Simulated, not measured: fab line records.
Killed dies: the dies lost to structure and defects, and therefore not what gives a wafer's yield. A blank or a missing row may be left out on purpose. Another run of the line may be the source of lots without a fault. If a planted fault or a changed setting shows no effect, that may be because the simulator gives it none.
Chamber matching + flow nand_harc + pecvd-04 running NHARC_A_SLIT_DEP_25: 3 sister chambers
The step deposits SiO2, target thk 200 nm. 6 wafers are shown with their chamber, then 6 later ones without.

== WAFERS PAIRED WITH THEIR CHAMBERS ==
| wafer  | chamber | showerhead_vpp_V (V) | heater_power_w (W) |
|--------|---------|----------------------|--------------------|
| L505.6 | 2       | 1829                 | 398                |
| L506.1 | 0       | 1918                 | 514                |
| L506.2 | 1       | 1664                 | 717                |
| L506.4 | 2       | 1806                 | 409                |
| L507.1 | 0       | 1914                 | 525                |
| L507.3 | 1       | 1702                 | 692                |

== WAFERS WITH NO CHAMBER GIVEN ==
| wafer  | showerhead_vpp_V (V) | heater_power_w (W) |
|--------|----------------------|--------------------|
| L507.5 | 1824                 | 498                |
| L514.1 | 1904                 | 603                |
| L514.2 | 1792                 | 490                |
| L514.5 | 1798                 | 504                |
| L519.4 | 1926                 | 517                |
| L519.6 | 1894                 | 516                |

== WHICH CHAMBER EACH ONE RAN IN ==
| wafer  | from the rows above     | in truth                   |
|--------|-------------------------|----------------------------|
| L507.5 | 0                       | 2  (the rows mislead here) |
| L514.1 | 0                       | 0                          |
| L514.2 | can't be placed: 0 or 2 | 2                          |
| L514.5 | can't be placed: 0 or 2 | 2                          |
| L519.4 | 0                       | 0                          |
| L519.6 | 0                       | 0                          |
Correctly placed: 3 of 6. These rows do not allow placing 2 (true chamber among the candidates in 2). Wrongly placed: 1.
How it was worked out, from the rows above alone: a wafer's distance from a chamber is the root of the sum, over the readings, of the square of ((its reading less the chamber's mean) divided by the reading's scatter). If the next closest chamber is less than 2 further off than the closest, the wafer can't be placed; otherwise it belongs to the closest. A chamber's mean is the mean of its shown wafers. The scatter is the square root of a quotient: the sum, over the shown wafers, of each reading's squared deviation from its chamber's mean, divided by wafers minus chambers.
